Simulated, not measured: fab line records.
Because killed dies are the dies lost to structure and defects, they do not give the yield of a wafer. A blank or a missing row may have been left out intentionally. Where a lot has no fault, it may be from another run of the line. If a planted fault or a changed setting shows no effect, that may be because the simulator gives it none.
Matching of chambers ; flow nand_harc ; 4 sister chambers for NHARC_P_M1_ETCH_15 on rie_diel-12
The step etches the open film in C4F8/Ar, target depth 182.5 nm, time 91.2 s. 14 wafers are shown with their chamber, then 7 later ones without.

## WAFERS WITH THEIR CHAMBER
wafer;chamber;run_length_s (s);rf_vpp_V (V);oes_product_au (a.u.)
L156.2;3;112.6;436.4;0.951
L156.4;2;111.6;441.6;0.967
L156.5;3;112.6;436.8;0.946
L155.3;0;113.1;444.8;0.973
L155.4;2;112.0;443.2;0.966
L155.6;3;112.9;436.6;0.960
L159.1;2;111.5;442.0;0.968
L159.3;3;112.6;438.2;0.986
L159.4;0;113.1;443.8;0.983
L162.1;3;112.9;438.0;0.980
L162.4;1;112.9;440.7;0.965
L162.6;2;111.6;441.5;0.975
L167.2;2;111.4;442.2;0.923
L167.5;2;111.6;441.2;0.920

SIGNATURES (means of the wafers above)
reading;chamber 0;chamber 1;chamber 2;chamber 3;scatter within a chamber
run_length_s;113.100;112.900;111.617;112.720;0.178
rf_vpp_V;444.300;440.700;441.950;437.200;0.763
oes_product_au;0.97800;0.96500;0.95317;0.96460;0.0209
Rule: distance of a wafer from a chamber = root of the sum over the readings of ((wafer's reading minus chamber's mean) / reading's scatter) squared. The wafer belongs to the nearest chamber; if the next one is less than 2 further off, it can't be placed. The scatter: the root of (the sum of the squares of (reading less its chamber's mean) over the shown wafers, divided by (wafers less chambers)).

## WAFERS WHOSE CHAMBER IS MISSING
wafer;run_length_s (s);rf_vpp_V (V);oes_product_au (a.u.)
L167.6;112.9;441.0;0.920
L172.3;111.6;442.5;0.961
L172.4;112.8;443.5;0.963
L172.6;111.7;442.7;0.967
L178.2;113.5;443.5;0.953
L178.4;113.7;439.7;0.957
L178.6;112.8;439.3;0.949

## WHICH CHAMBER EACH ONE RAN IN
wafer;from the rows above;in truth
L167.6;1;1
L172.3;2;2
L172.4;can't be placed: 0 or 1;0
L172.6;2;2
L178.2;0;0
L178.4;can't be placed: 1 or 3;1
L178.6;can't be placed: 1 or 3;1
4 of 7 placed correctly. From these rows, 3 cannot be placed; in 3 the true chamber is one of the candidates. 0 placed wrongly.
